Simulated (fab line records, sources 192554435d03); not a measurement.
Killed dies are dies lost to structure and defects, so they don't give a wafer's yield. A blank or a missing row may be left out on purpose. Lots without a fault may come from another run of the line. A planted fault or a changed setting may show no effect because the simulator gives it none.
fab line records | flow n5_finfet
record lots=22 wafers=66 last_day=18
route steps=1938 shown GATE_CUT@501 MOL_CONTACT_COAG@532 BEOL_M0_SAQP@672
lots that met no fault: from a run of the same line without faults
start_h: hours from the record's first day to the start of the lot's first wafer shown | wait_h: hours since the lot's step before | " the same as in the row above | L1.1+2: a row that stands for several wafers | - no value, or no start given | * or withheld: withheld | < > ~ a bound
route shown NAME@n: a module of which the file shows steps, and the number in the route of the first | usual: mean/standard deviation of fault-free wafers | same: alike in all rows | chamber/n: place in a boat | sites: the reading at each site | _std_site: their standard deviation | _edge_site: outer sites' mean less inner sites' | radius_mm: how far each site lies from the wafer's centre | mask NAME#n: copy n | behind: the tool/chamber that last shaped the wafer | hold: why the lot was held/for how many hours/how that ended | device: the transistor (n, p or np) that didn't switch | end of line: the same wafers' tests at the end of the route | a step without rows: its recipe alone | killed: dies lost to structure and defects at the first sort, not the wafer's yield | map: a wafer's dies, x killed, . not, _ none there
set.NAME: the setting as run; set.NAME@STEP: as run at that earlier step | model.NAME: the simulator's own value behind a step, which no gauge read
steps of the route over a sample of lots; a table a step, a row a wafer
services: from which hour (start_h, from the record's first day; less than 0 if before it) a tool's chamber was out of use, for how many hours, and why
## steps
# step N5_GATE_CUT_CUT_ETCH_54
# recipe chemistry=Cl2/BCl3 target=TiN mask_material=SiO2 target_depth_a=967 pressure_mtorr=10 icp_w=1000 bias_w=126 Cl2_flow_sccm=53.25 bcl3_flow_sccm=21.75 Ar_flow_sccm=25 ends=cleared
# usual chamber_pressure_mTorr=10.000/0.0083 drypump_motor_current_A=6.07/0.28 etch_rf_on_time_s=36.7/0.67 he_backside_leak_sccm=3.50/0.25 oes_product_au=0.73/0.1 throttle_valve_pct=22.22/0.19
# columns lot.wafer tool chamber start_h wait_h chamber_pressure_mTorr drypump_motor_current_A etch_rf_on_time_s he_backside_leak_sccm oes_product_au rf_hours_counter_h throttle_valve_pct
L074.2 rie_metal-02 1 88.38 0.0 10.004 6.18 37.3 3.29 0.51 152 22.92
L074.4 " 1 " " 9.996 6.20 36.8 3.48 0.51 - 22.91
L074.6 " 0 " " 10.000 6.11 37.3 3.39 0.84 - 22.21
L075.1 rie_metal-01 0 98.30 0.0 9.994 5.28 35.8 3.54 0.73 32 21.84
L075.4 " 1 " " 9.999 6.13 37.0 3.56 0.74 - 22.33
L075.6 " 0 " " 10.019 5.27 36.0 3.62 0.73 - 21.81
L077.2 rie_metal-02 0 104.94 0.1 9.993 6.12 36.9 3.45 0.83 - 22.21
L077.4 " 0 " " 10.005 6.09 36.8 3.57 0.84 - 22.22
L077.5 " 0 " " 10.007 6.11 36.8 3.51 0.84 - 22.21
L078.1 rie_metal-02 1 111.14 0.0 9.993 6.19 35.9 3.20 0.87 0 22.43
L078.3 " 0 " " 10.002 6.12 37.2 3.38 0.82 - 22.20
L078.4 " 1 " " 10.007 6.18 35.9 3.15 0.87 - 22.45
L079.1 rie_metal-03 1 118.16 0.0 9.999 6.03 37.4 3.35 0.56 110 22.12
L079.3 " 0 " " 9.999 6.34 36.5 3.67 0.75 - 22.15
L079.4 " 1 " " 10.008 6.04 37.6 3.51 0.56 - 22.12
L080.2 rie_metal-02 1 121.11 0.0 10.009 6.19 35.6 3.19 0.85 1 22.43
L080.3 " 1 " " 9.999 6.18 35.5 3.11 0.86 - 22.42
L080.6 " 1 " " 9.982 6.18 35.4 3.13 0.86 - 22.44
L081.3 rie_metal-02 1 128.01 0.0 9.998 6.20 35.6 3.14 0.85 - 22.45
L081.5 " 1 " " 10.014 6.21 35.0 3.12 0.86 - 22.45
L081.6 " 0 " " 10.005 6.13 37.2 3.35 0.82 - 22.20
L082.4 rie_metal-02 0 133.82 0.0 10.005 6.12 36.9 3.43 0.82 - 22.22
L082.5 " 1 " " 10.003 6.18 35.3 3.17 0.85 - 22.45
L082.6 " 0 " " 9.998 6.15 36.9 3.53 0.82 - 22.21
L083.4 rie_metal-03 1 139.17 0.0 10.007 6.07 37.4 3.51 0.56 - 22.14
L083.5 " 0 " " 10.006 6.30 36.8 3.51 0.74 - 22.16
L083.6 " 1 " " 10.006 6.03 36.8 3.47 0.56 - 22.13
L084.3 rie_metal-03 1 146.63 0.0 9.999 6.07 37.3 3.44 0.56 - 22.15
L084.4 " 0 " " 10.001 6.29 36.5 3.45 0.74 - 22.16
L084.5 " 0 " " 9.980 6.31 36.7 3.58 0.74 - 22.17
L085.2 rie_metal-01 0 149.26 0.0 10.007 5.28 35.8 3.62 0.71 37 21.83
L085.3 " 1 " " 10.001 6.09 36.9 3.48 0.73 - 22.33
L085.5 " 1 " " 9.997 6.13 36.7 3.42 0.74 - 22.35
L086.1 rie_metal-03 0 154.28 0.0 9.994 6.31 36.6 3.60 0.73 34 22.17
L086.3 " 0 " " 10.015 6.31 36.7 3.50 0.74 - 22.16
L086.5 " 0 " " 9.998 6.32 36.8 3.54 0.74 - 22.17
L087.1 rie_metal-03 0 163.86 0.1 10.018 6.32 36.6 3.45 0.74 35 22.17
L087.3 " 0 " " 10.007 6.32 36.5 3.56 0.74 - 22.15
L087.6 " 1 " " 10.003 6.06 37.5 3.56 0.55 - 22.14
L088.2 rie_metal-02 0 169.64 0.0 9.992 6.14 36.9 3.42 0.79 10 22.24
L088.4 " 0 " " 9.998 6.13 36.9 3.51 0.79 - 22.20
L088.5 " 1 " " 10.001 6.20 35.7 3.24 0.81 - 22.46
L089.4 rie_metal-01 1 174.57 0.1 9.984 6.15 36.8 3.33 0.73 - 22.34
L089.5 " 1 " " 9.989 6.14 36.8 3.50 0.73 - 22.35
L089.6 " 1 " " 9.992 6.11 36.7 3.42 0.73 - 22.35
L090.1 rie_metal-03 1 183.99 0.0 9.996 6.04 37.4 3.41 0.55 116 22.14
L090.3 " 1 " " 10.007 6.02 37.2 3.50 0.55 - 22.15
L090.5 " 0 " " 9.996 6.30 36.9 3.56 0.74 - 22.19
L091.3 rie_metal-02 0 186.21 0.0 10.001 6.16 37.6 3.38 0.78 - 22.24
L091.5 " 1 " " 10.003 6.21 35.5 3.08 0.82 - 22.45
L091.6 " 0 " " 10.002 6.10 37.6 3.48 0.78 - 22.25
L092.2 rie_metal-01 1 192.96 0.0 9.989 6.13 37.2 3.66 0.72 32 22.37
L092.3 " 0 " " 9.991 5.28 36.1 3.54 0.70 - 21.84
L092.6 " 1 " " 9.997 6.13 37.3 3.79 0.73 - 22.35
L093.2 rie_metal-03 1 199.81 0.0 10.007 6.07 37.4 3.51 0.55 117 22.13
L093.3 " 0 " " 9.991 6.31 36.6 3.52 0.73 - 22.18
L093.5 " 0 " " 10.002 6.28 36.8 3.60 0.73 - 22.17
L094.1 rie_metal-02 1 210.92 0.0 10.002 6.18 35.1 3.20 0.81 9 22.45
L094.5 " 1 " " 9.997 6.21 35.1 3.13 0.80 - 22.45
L094.6 " 0 " " 10.002 6.10 36.7 3.44 0.79 - 22.22
L096.1 rie_metal-01 0 217.97 0.0 9.989 5.28 36.2 3.64 0.70 41 21.84
L096.2 " 1 " " 10.011 6.12 37.2 3.77 0.72 35 22.36
L096.5 " 1 " " 9.993 6.12 37.4 3.92 0.71 - 22.36
L097.2 rie_metal-03 1 224.07 0.0 10.004 6.04 37.9 3.50 0.54 120 22.15
L097.3 " 0 " " 9.999 6.27 37.0 3.55 0.72 - 22.19
L097.5 " 0 " " 10.002 6.29 37.1 3.53 0.71 - 22.19
# step N5_GATE_CUT_INSPECT_26
# recipe inspect_instrument=darkfield mode=post_cmp
# usual raw_defect_count=44/21
# columns lot.wafer tool chamber start_h wait_h raw_defect_count
L074.2 defect_inspect-02 - 91.69 0.0 36
L074.4 " - " " 38
L074.6 " - " " 34
L075.1 defect_inspect-01 - 102.78 0.0 29
L075.4 " - " " 21
L075.6 " - " " 40
L077.2 defect_inspect-02 - 108.12 0.0 46
L077.4 " - " " 65
L077.5 " - " " 41
L078.1 defect_inspect-01 - 114.11 0.0 18
L078.3 " - " " 34
L078.4 " - " " 9
L079.1 defect_inspect-02 - 121.16 0.0 91
L079.3 " - " " 75
L079.4 " - " " 49
L080.2 defect_inspect-02 - 124.02 0.0 34
L080.3 " - " " 35
L080.6 " - " " 28
L081.3 defect_inspect-02 - 130.90 0.0 28
L081.5 " - " " 48
L081.6 " - " " 33
L082.4 defect_inspect-01 - 137.04 0.0 46
L082.5 " - " " 21
L082.6 " - " " 33
L083.4 defect_inspect-01 - 142.06 0.0 31
L083.5 " - " " 20
L083.6 " - " " 46
L084.3 defect_inspect-01 - 150.48 0.0 41
L084.4 " - " " 46
L084.5 " - " " 42
L085.2 defect_inspect-02 - 152.17 0.0 27
L085.3 " - " " 29
L085.5 " - " " 21
L086.1 defect_inspect-01 - 157.19 0.0 38
L086.3 " - " " 29
L086.5 " - " " 42
L087.1 defect_inspect-02 - 166.84 0.0 96
L087.3 " - " " 79
L087.6 " - " " 59
L088.2 defect_inspect-02 - 172.55 0.0 26
L088.4 " - " " 38
L088.5 " - " " 39
L089.4 defect_inspect-02 - 177.63 0.0 35
L089.5 " - " " 45
L089.6 " - " " 35
L090.1 defect_inspect-02 - 187.62 0.0 50
L090.3 " - " " 85
L090.5 " - " " 76
L091.3 defect_inspect-01 - 189.94 0.0 43
L091.5 " - " " 72
L091.6 " - " " 28
L092.2 defect_inspect-01 - 195.87 0.0 54
L092.3 " - " " 26
L092.6 " - " " 52
L093.2 defect_inspect-02 - 202.72 0.0 37
L093.3 " - " " 30
L093.5 " - " " 30
L094.1 defect_inspect-01 - 214.07 0.0 56
L094.5 " - " " 35
L094.6 " - " " 15
L096.1 defect_inspect-02 - 220.92 0.0 103
L096.2 " - " " 62
L096.5 " - " " 70
L097.2 defect_inspect-01 - 227.02 0.0 33
L097.3 " - " " 39
L097.5 " - " " 84
# step N5_MOL_CONTACT_COAG_ETCH_106
# recipe chemistry=N2/H2 target=SOC target_depth_a=800 overetch_a=160 mask_material=SiARC temp_c=40 time_s=120 ion_energy_ev=200 pressure_mtorr=30 source_w=840 bias_w=150 n2_flow_sccm=200 h2_flow_sccm=200
# usual chamber_pressure_mTorr=30.000/0.03 drypump_motor_current_A=5.7/0.57 oes_product_au=0.69/0.072 rf_vpp_V=522.9/2.2 showerhead_plenum_p_Torr=2.51/0.073 throttle_valve_pct=17.85/0.29
# columns lot.wafer tool chamber start_h wait_h chamber_pressure_mTorr drypump_motor_current_A oes_product_au rf_hours_counter_h rf_vpp_V showerhead_plenum_p_Torr throttle_valve_pct
L074.2 rie_diel-01 2 92.58 0.0 30.009 6.4 0.78 34 524.5 2.58 17.18
L074.4 " 1 " " 30.003 5.1 0.68 130 523.8 2.55 17.78
L074.6 " 2 " " 30.068 6.4 0.79 - 525.7 2.58 17.18
L075.1 rie_diel-06 0 103.41 0.0 29.995 5.6 0.70 137 524.2 2.55 17.71
L075.4 " 2 " " 30.007 6.6 0.62 218 519.8 2.42 17.86
L075.6 " 2 " " 29.966 6.6 0.62 - 518.5 2.42 17.86
L077.2 rie_diel-06 3 108.82 0.0 29.987 5.5 0.63 192 520.2 2.44 18.27
L077.4 " 0 " " 29.972 5.6 0.70 139 524.9 2.54 17.70
L077.5 " 0 " " 29.993 5.6 0.70 - 523.5 2.54 17.71
L078.1 rie_diel-06 3 114.83 0.0 30.157 5.5 0.64 194 519.8 2.44 18.27
L078.3 " 2 " " 30.009 6.6 0.62 222 521.2 2.41 17.87
L078.4 " 0 " " 29.964 5.6 0.70 141 524.0 2.54 17.72
L079.1 rie_diel-06 3 121.66 0.0 30.036 5.5 0.64 196 520.6 2.44 18.28
L079.3 " 2 " " 29.984 6.6 0.62 224 519.9 2.41 17.86
L079.4 " 0 " " 30.009 5.6 0.70 143 524.6 2.54 17.71
L080.2 rie_diel-06 1 124.93 0.0 30.013 4.9 0.69 132 519.6 2.45 18.04
L080.3 " 0 " " 29.995 5.6 0.70 144 525.2 2.54 17.70
L080.6 " 0 " " 29.978 5.6 0.70 - 524.1 2.54 17.72
L081.3 rie_diel-01 1 131.56 0.0 29.980 5.0 0.67 143 522.9 2.55 17.76
L081.5 " 2 " " 30.043 6.4 0.77 - 526.2 2.58 17.21
L081.6 " 1 " " 29.965 5.1 0.67 - 523.0 2.55 17.77
L082.4 rie_diel-05 0 137.76 0.0 30.019 6.1 0.80 33 521.8 2.49 17.50
L082.5 " 1 " " 30.006 5.8 0.64 - 523.5 2.50 17.94
L082.6 " 0 " " 29.991 6.1 0.79 - 521.8 2.49 17.50
L083.4 rie_diel-05 0 142.70 0.0 30.002 6.1 0.80 35 522.3 2.49 17.50
L083.5 " 2 " " 29.992 5.5 0.61 - 526.7 2.62 17.84
L083.6 " 3 " " 30.002 6.1 0.64 - 527.0 2.63 18.14
L084.3 rie_diel-01 1 152.01 0.0 30.013 5.1 0.68 152 524.6 2.54 17.79
L084.4 " 0 " " 30.020 4.9 0.73 97 522.1 2.46 17.88
L084.5 " 0 " " 30.008 4.9 0.73 - 521.9 2.46 17.89
L085.2 rie_diel-06 3 153.34 0.0 30.020 5.5 0.63 210 519.8 2.44 18.30
L085.3 " 0 " " 29.981 5.6 0.69 156 523.6 2.54 17.73
L085.5 " 1 " " 30.021 4.9 0.68 - 520.8 2.45 18.07
L086.1 rie_diel-01 0 157.69 0.0 30.027 4.9 0.73 100 521.8 2.46 17.87
L086.3 " 1 " " 29.992 5.1 0.67 155 523.5 2.54 17.78
L086.5 " 2 " " 30.030 6.5 0.75 - 524.7 2.57 17.23
L087.1 rie_diel-01 2 167.34 0.0 29.999 6.5 0.75 64 524.6 2.57 17.26
L087.3 " 1 " " 29.998 5.1 0.67 158 522.8 2.54 17.82
L087.6 " 0 " " 29.987 4.9 0.72 - 522.2 2.46 17.88
L088.2 rie_diel-05 3 173.20 0.0 30.018 6.0 0.65 197 526.1 2.62 18.16
L088.4 " 0 " " 29.959 6.1 0.79 38 522.6 2.49 17.49
L088.5 " 0 " " 29.982 6.1 0.79 - 521.3 2.49 17.51
L089.4 rie_diel-06 1 178.57 0.0 29.998 4.9 0.68 152 520.4 2.44 18.07
L089.5 " 0 " " 30.013 5.6 0.68 - 524.4 2.53 17.75
L089.6 " 3 " " 29.993 5.5 0.62 - 519.7 2.43 18.31
L090.1 rie_diel-05 0 188.43 0.0 29.962 6.1 0.78 43 523.8 2.48 17.51
L090.3 " 2 " " 30.001 5.5 0.60 248 525.0 2.62 17.86
L090.5 " 0 " " 30.055 6.1 0.79 - 523.4 2.48 17.51
L091.3 rie_diel-05 3 190.48 0.0 29.985 6.0 0.64 204 526.7 2.62 18.16
L091.5 " 0 " " 29.955 6.1 0.78 - 521.7 2.48 17.52
L091.6 " 1 " " 30.002 5.8 0.63 - 524.3 2.50 17.94
L092.2 rie_diel-06 0 196.37 0.0 30.043 5.6 0.68 173 523.4 2.53 17.75
L092.3 " 3 " " 29.958 5.5 0.61 228 520.2 2.43 18.34
L092.6 " 1 " " 29.983 4.9 0.67 - 520.3 2.44 18.08
L093.2 rie_diel-06 3 203.23 0.0 30.026 5.4 0.61 229 519.4 2.43 18.34
L093.3 " 0 " " 30.048 5.6 0.67 175 522.7 2.53 17.78
L093.5 " 1 " " 29.962 4.8 0.68 - 521.2 2.44 18.09
L094.1 rie_diel-05 3 214.89 0.0 30.019 6.1 0.63 215 526.2 2.62 18.18
L094.5 " 1 " " 29.966 5.8 0.63 - 523.4 2.49 17.95
L094.6 " 0 " " 29.962 6.1 0.77 - 522.1 2.48 17.53
L096.1 rie_diel-05 3 221.56 0.0 30.047 6.1 0.64 217 525.9 2.62 18.19
L096.2 " 2 " " 30.025 5.5 0.88 1 524.7 2.62 17.51
L096.5 " 0 " " 30.023 6.1 0.77 - 522.1 2.48 17.54
L097.2 rie_diel-06 3 227.64 0.0 29.994 5.5 0.61 239 520.5 2.43 18.35
L097.3 " 2 " " 30.003 6.7 0.88 7 528.4 2.72 17.54
L097.5 " 1 " " 30.044 4.9 0.66 - 521.7 2.43 18.12
# step N5_MOL_CONTACT_COAG_ALD_131
# recipe material=SiO2 target_thk_a=50 temp_c=100 ald_precursor_family=BDEAS ald_co_reactant=O2-plasma pulse_time_s=1 co_reactant_pulse_time_s=1 purge_time_s=2 co_reactant_purge_time_s=2 ald_cycles=35 pressure_torr=2
# usual heater_power_outer_w=42/3.3 heater_power_w=80/6.3 precursor_pulse_height_rel=0.999/0.02 susceptor_temp_C=100.01/0.12
# columns lot.wafer tool chamber start_h wait_h heater_power_outer_w heater_power_w precursor_pulse_height_rel susceptor_temp_C
L074.2 ald_sin-03 0 103.21 0.1 50 91 1.025 100.08
L074.4 " 1 " " 42 73 1.010 99.93
L074.6 " 1 " " 41 76 1.033 100.02
L075.1 ald_sin-04 2 112.33 0.1 44 83 0.995 100.13
L075.4 " 0 " " 43 87 1.003 99.72
L075.6 " 1 " " 39 72 0.956 99.97
L077.2 ald_sin-02 1 119.28 1.5 38 75 1.009 100.05
L077.4 " 2 " " 39 78 0.958 100.18
L077.5 " 3 " " 42 74 1.002 99.96
L078.1 ald_sin-03 0 125.18 0.4 48 90 0.982 100.02
L078.3 " 1 " " 41 75 0.987 99.91
L078.4 " 2 " " 44 81 0.997 99.78
L079.1 ald_sin-03 0 132.01 0.6 50 90 0.987 100.06
L079.3 " 2 " " 45 80 0.992 99.97
L079.4 " 1 " " 41 76 1.027 100.03
L080.2 ald_sin-02 2 135.35 0.1 40 76 0.976 100.02
L080.3 " 1 " " 38 77 0.968 100.05
L080.6 " 0 " " 39 71 1.024 99.92
L081.3 ald_sin-02 3 141.08 0.1 42 74 1.029 99.90
L081.5 " 2 " " 39 77 1.002 99.90
L081.6 " 3 " " 42 76 0.993 100.08
L082.4 ald_sin-03 0 146.43 0.5 49 92 1.011 99.96
L082.5 " 3 " " 42 87 0.997 99.92
L082.6 " 0 " " 49 90 1.020 99.89
L083.4 ald_sin-04 0 154.23 0.1 42 87 0.968 100.08
L083.5 " 0 " " 43 85 0.973 100.01
L083.6 " 1 " " 39 72 0.994 100.07
L084.3 ald_sin-04 1 162.38 0.1 38 71 0.978 99.97
L084.4 " 0 " " 43 86 0.995 99.92
L084.5 " 0 " " 43 84 1.012 100.06
L085.2 ald_sin-04 2 163.42 0.1 43 80 1.006 99.83
L085.3 " 0 " " 43 87 0.964 100.21
L085.5 " 1 " " 38 71 1.016 99.87
L086.1 ald_sin-03 1 167.79 0.1 41 75 0.994 100.04
L086.3 " 2 " " 47 80 1.018 100.16
L086.5 " 3 " " 39 86 1.003 99.82
L087.1 ald_sin-04 1 179.42 0.3 39 73 1.017 100.07
L087.3 " 2 " " 43 81 0.982 100.04
L087.6 " 2 " " 44 82 1.007 99.87
L088.2 ald_sin-04 0 184.29 0.6 42 88 1.011 99.79
L088.4 " 1 " " 38 72 0.977 100.11
L088.5 " 0 " " 44 87 0.981 99.81
L089.4 ald_sin-03 0 188.84 0.2 48 91 0.999 99.99
L089.5 " 3 " " 41 85 1.012 99.94
L089.6 " 2 " " 46 81 0.977 99.90
L090.1 ald_sin-04 1 198.98 0.1 38 73 1.034 100.10
L090.3 " 3 " " 39 80 0.952 99.94
L090.5 " 0 " " 43 86 0.991 99.91
L091.3 ald_sin-04 2 200.44 0.1 45 81 1.038 99.95
L091.5 " 2 " " 44 83 1.004 99.83
L091.6 " 1 " " 40 71 0.979 100.23
L092.2 ald_sin-02 3 206.41 0.1 41 69 1.013 100.01
L092.3 " 1 " " 37 73 0.987 99.92
L092.6 " 2 " " 38 74 0.998 100.27
L093.2 ald_sin-03 2 212.39 0.3 46 81 1.018 100.13
L093.3 " 0 " " 50 91 0.995 99.85
L093.5 " 1 " " 42 74 0.989 99.96
L094.1 ald_sin-03 0 227.62 0.1 49 91 0.954 99.99
L094.5 " 2 " " 45 82 0.998 99.91
L094.6 " 1 " " 43 75 0.980 100.05
L096.1 ald_sin-02 0 232.36 0.1 43 75 0.988 100.04
L096.2 " 1 " " 37 75 0.976 99.82
L096.5 " 2 " " 39 74 0.974 99.89
L097.2 ald_sin-03 1 238.50 0.2 41 75 0.989 99.93
L097.3 " 2 " " 46 79 1.030 99.86
L097.5 " 3 " " 41 85 1.001 100.19
# step N5_MOL_CONTACT_COAG_THK_MEAS_53
# recipe reads=SiO2_of_MOL_CONTACT_COAG_PECVD_31
# usual VIA_MOL_THK=44.0/0.68
# columns lot.wafer tool chamber start_h wait_h VIA_MOL_THK[nm]
L074.2 film_metro-02 - 106.21 - 44.1
L074.4 " - " " 44.6
L074.6 " - " " 45.2
L075.1 film_metro-01 - 115.21 - 42.1
L075.4 " - " " 43.1
L075.6 " - " " 43.9
L077.2 film_metro-02 - 122.01 - 44.7
L077.4 " - " " 44.9
L077.5 " - " " 45.4
L078.1 film_metro-02 - 128.02 - 43.6
L078.3 " - " " 43.8
L078.4 " - " " 44.8
L079.1 film_metro-01 - 135.11 - 43.8
L079.3 " - " " 43.7
L079.4 " - " " 44.4
L080.2 film_metro-01 - 138.05 - 44.0
L080.3 " - " " 43.5
L080.6 " - " " 44.6
L081.3 film_metro-02 - 143.91 - 44.1
L081.5 " - " " 44.0
L081.6 " - " " 44.2
L082.4 film_metro-02 - 149.32 - 43.1
L082.5 " - " " 44.0
L082.6 " - " " 44.0
L083.4 film_metro-01 - 157.42 - 44.4
L083.5 " - " " 43.8
L083.6 " - " " 43.4
L084.3 film_metro-02 - 166.42 - 42.9
L084.4 " - " " 43.5
L084.5 " - " " 44.0
L085.2 film_metro-01 - 166.65 - 43.3
L085.3 " - " " 42.7
L085.5 " - " " 43.3
L086.1 film_metro-01 - 170.90 - 43.6
L086.3 " - " " 42.6
L086.5 " - " " 44.0
L087.1 film_metro-02 - 182.27 - 44.2
L087.3 " - " " 44.0
L087.6 " - " " 44.6
L088.2 film_metro-02 - 187.14 - 43.7
L088.4 " - " " 44.4
L088.5 " - " " 44.0
L089.4 film_metro-01 - 192.28 - 44.6
L089.5 " - " " 44.6
L089.6 " - " " 44.6
L090.1 film_metro-02 - 201.72 - 44.5
L090.3 " - " " 44.1
L090.5 " - " " 44.8
L091.3 film_metro-01 - 203.18 - 44.0
L091.5 " - " " 45.9
L091.6 " - " " 44.8
L092.2 film_metro-02 - 209.69 - 44.4
L092.3 " - " " 44.5
L092.6 " - " " 44.3
L093.2 film_metro-02 - 215.07 - 43.7
L093.3 " - " " 43.6
L093.5 " - " " 44.6
L094.1 film_metro-02 - 230.47 - 43.6
L094.5 " - " " 43.8
L094.6 " - " " 44.1
L096.1 film_metro-02 - 235.31 - 43.6
L096.2 " - " " 43.6
L096.5 " - " " 45.2
L097.2 film_metro-02 - 241.36 - 44.3
L097.3 " - " " 43.2
L097.5 " - " " 44.3
# step N5_BEOL_M0_SAQP_ETCH_106
# recipe chemistry=N2/H2 target=SOC target_depth_a=1500 stop_on=SiNx ion_energy_ev=100 bias_w=61 pressure_mtorr=30 source_w=850 n2_flow_sccm=200 h2_flow_sccm=200
# usual chamber_pressure_mTorr=30.000/0.028 drypump_motor_current_A=5.7/0.45 oes_product_au=0.75/0.07 rf_vpp_V=240.5/1.4 showerhead_plenum_p_Torr=2.53/0.089 throttle_valve_pct=17.92/0.21
# columns lot.wafer tool chamber start_h wait_h chamber_pressure_mTorr drypump_motor_current_A oes_product_au rf_hours_counter_h rf_vpp_V showerhead_plenum_p_Torr throttle_valve_pct
L074.2 rie_diel-04 1 116.10 - 29.994 5.2 0.68 214 240.8 2.63 18.05
L074.4 " 0 " " 30.002 5.5 0.71 198 239.5 2.42 18.09
L074.6 " 1 " " 30.005 5.2 0.69 - 241.8 2.63 18.05
L075.1 rie_diel-03 1 123.53 - 29.986 5.7 0.78 125 240.9 2.55 17.55
L075.4 " 0 " " 29.986 5.9 0.87 36 240.6 2.48 17.56
L075.6 " 0 " " 29.986 5.9 0.87 - 240.0 2.48 17.56
L077.2 rie_diel-02 3 130.81 - 29.984 4.9 0.73 186 240.6 2.42 18.07
L077.4 " 1 " " 29.995 6.4 0.68 232 239.1 2.50 17.79
L077.5 " 0 " " 29.992 5.7 0.66 - 241.9 2.63 18.13
L078.1 rie_diel-02 0 135.30 - 29.987 5.7 0.67 239 239.8 2.63 18.13
L078.3 " 2 " " 29.995 5.8 0.77 125 240.5 2.56 18.10
L078.4 " 1 " " 29.993 6.3 0.67 233 240.2 2.50 17.79
L079.1 rie_diel-03 2 143.21 - 30.040 6.1 0.76 157 239.5 2.45 17.94
L079.3 " 3 " " 29.974 5.5 0.70 174 241.1 2.65 17.80
L079.4 " 1 " " 30.010 5.7 0.79 131 240.0 2.55 17.57
L080.2 rie_diel-02 1 145.51 - 30.035 6.4 0.67 236 239.3 2.50 17.78
L080.3 " 3 " " 29.976 4.9 0.75 191 237.6 2.42 18.09
L080.6 " 2 " " 30.003 5.9 0.77 - 240.8 2.55 18.08
L081.3 rie_diel-02 0 150.81 - 30.014 5.7 0.66 244 240.9 2.63 18.15
L081.5 " 1 " " 30.035 6.4 0.67 - 241.2 2.50 17.78
L081.6 " 2 " " 29.985 5.9 0.77 - 240.3 2.55 18.10
L082.4 rie_diel-02 1 156.76 - 29.998 6.4 0.67 240 240.1 2.50 17.78
L082.5 " 2 " " 30.047 5.9 0.76 - 240.3 2.55 18.10
L082.6 " 3 " " 30.031 4.9 0.73 - 237.9 2.41 18.09
L083.4 rie_diel-03 2 165.24 - 30.019 6.1 0.76 161 238.7 2.45 17.95
L083.5 " 0 " " 30.004 5.9 0.85 - 238.6 2.47 17.58
L083.6 " 3 " " 30.014 5.5 0.70 - 242.1 2.65 17.83
L085.2 rie_diel-02 1 176.26 - 30.014 6.3 0.67 244 240.9 2.50 17.80
L085.3 " 2 " " 29.997 5.9 0.77 136 242.5 2.55 18.10
L085.5 " 1 " " 29.977 6.3 0.67 - 239.7 2.50 17.79
L084.3 rie_diel-02 2 176.62 - 30.023 5.9 0.77 136 240.8 2.55 18.11
L084.4 " 3 " " 29.963 4.9 0.74 - 239.1 2.41 18.09
L084.5 " 2 " " 30.055 5.9 0.77 - 241.8 2.55 18.09
L086.1 rie_diel-04 1 182.51 - 30.004 5.2 0.67 237 240.6 2.62 18.08
L086.3 " 2 " " 30.001 5.8 0.73 164 240.8 2.53 17.70
L086.5 " 2 " " 30.043 5.8 0.72 - 239.7 2.53 17.71
L087.1 rie_diel-03 1 190.34 - 30.016 5.7 0.76 145 239.3 2.54 17.59
L087.3 " 2 " " 29.996 6.1 0.75 169 239.7 2.45 17.97
L087.6 " 2 " " 30.038 6.1 0.75 - 240.9 2.45 17.97
L088.2 rie_diel-04 3 194.11 - 29.987 6.3 0.85 53 243.5 2.69 17.87
L088.4 " 1 " " 29.964 5.2 0.66 240 241.3 2.62 18.08
L088.5 " 2 " " 30.013 5.8 0.73 - 240.3 2.53 17.71
L089.4 rie_diel-04 3 199.62 - 29.948 6.3 0.84 55 244.7 2.69 17.89
L089.5 " 3 " " 30.000 6.3 0.84 - 242.6 2.69 17.89
L089.6 " 0 " " 30.016 5.5 0.69 - 238.3 2.41 18.11
L090.1 rie_diel-04 1 208.91 - 30.054 5.2 0.66 244 243.3 2.62 18.11
L090.3 " 3 " " 30.024 6.3 0.84 57 241.9 2.69 17.89
L090.5 " 3 " " 29.937 6.3 0.84 - 243.5 2.69 17.88
L091.3 rie_diel-02 2 211.34 - 29.942 5.9 0.75 150 240.8 2.55 18.13
L091.5 " 3 " " 29.977 4.9 0.72 - 240.1 2.41 18.14
L091.6 " 0 " " 29.979 5.7 0.94 - 242.2 2.62 17.71
L092.2 rie_diel-04 1 217.40 - 30.022 5.2 0.66 247 240.7 2.62 18.08
L092.3 " 2 " " 29.986 5.8 0.72 174 240.2 2.52 17.72
L092.6 " 1 " " 29.979 5.2 0.66 - 240.1 2.62 18.09
L093.2 rie_diel-04 2 223.03 - 29.957 5.8 0.73 176 240.4 2.52 17.73
L093.3 " 1 " " 30.048 5.2 0.66 249 242.7 2.61 18.10
L093.5 " 1 " " 29.974 5.2 0.65 - 242.6 2.62 18.11
L094.1 rie_diel-03 1 237.67 - 29.982 5.7 0.76 158 240.7 2.54 17.61
L094.5 " 2 " " 29.993 6.1 0.74 - 240.2 2.44 17.98
L094.6 " 3 " " 30.028 5.5 0.69 - 243.4 2.64 17.83
L096.1 rie_diel-02 1 244.92 - 29.993 6.4 0.95 7 239.8 2.49 17.41
L096.2 " 2 " " 29.987 5.8 0.74 160 240.5 2.54 18.14
L096.5 " 2 " " 30.030 5.8 0.74 - 241.4 2.54 18.15
L097.2 rie_diel-02 1 249.15 - 29.971 6.4 0.94 8 240.1 2.49 17.41
L097.3 " 0 " " 30.009 5.7 0.91 18 241.2 2.62 17.74
L097.5 " 3 " " 30.040 4.9 0.72 - 238.9 2.40 18.16
## services
# columns tool chamber start_h hours kind
rie_diel-02 3 67.77 16.2 repair
ald_sin-02 3 74.18 2.9 repair
rie_diel-06 0 82.08 7.0 repair
rie_diel-01 - 90.23 0.2 repair
rie_diel-04 3 116.29 12.9 repair
rie_metal-02 - 121.53 2.8 pm
rie_diel-05 - 147.49 16.3 repair
rie_metal-01 0 155.40 25.5 repair
rie_metal-03 - 162.48 0.4 repair
rie_diel-01 1 164.18 2.6 repair
rie_diel-02 0 174.77 - clean
rie_diel-02 0 174.77 - consumable_replace:focus_ring
rie_diel-02 0 174.77 19.6 scheduled_down
rie_diel-02 0 174.77 19.6 vent_cycle
ald_sin-02 - 176.75 14.0 pm
rie_diel-04 0 176.83 7.2 repair
rie_metal-03 - 177.06 1.4 pm
rie_diel-06 2 186.97 - clean
rie_diel-06 2 186.97 - consumable_replace:focus_ring
rie_diel-04 0 204.06 8.8 repair
rie_diel-05 - 220.37 0.1 repair
rie_metal-02 - 233.82 14.6 pm
ald_sin-02 0 240.32 5.2 repair
rie_diel-05 - 242.12 2.8 pm
## key
fault none
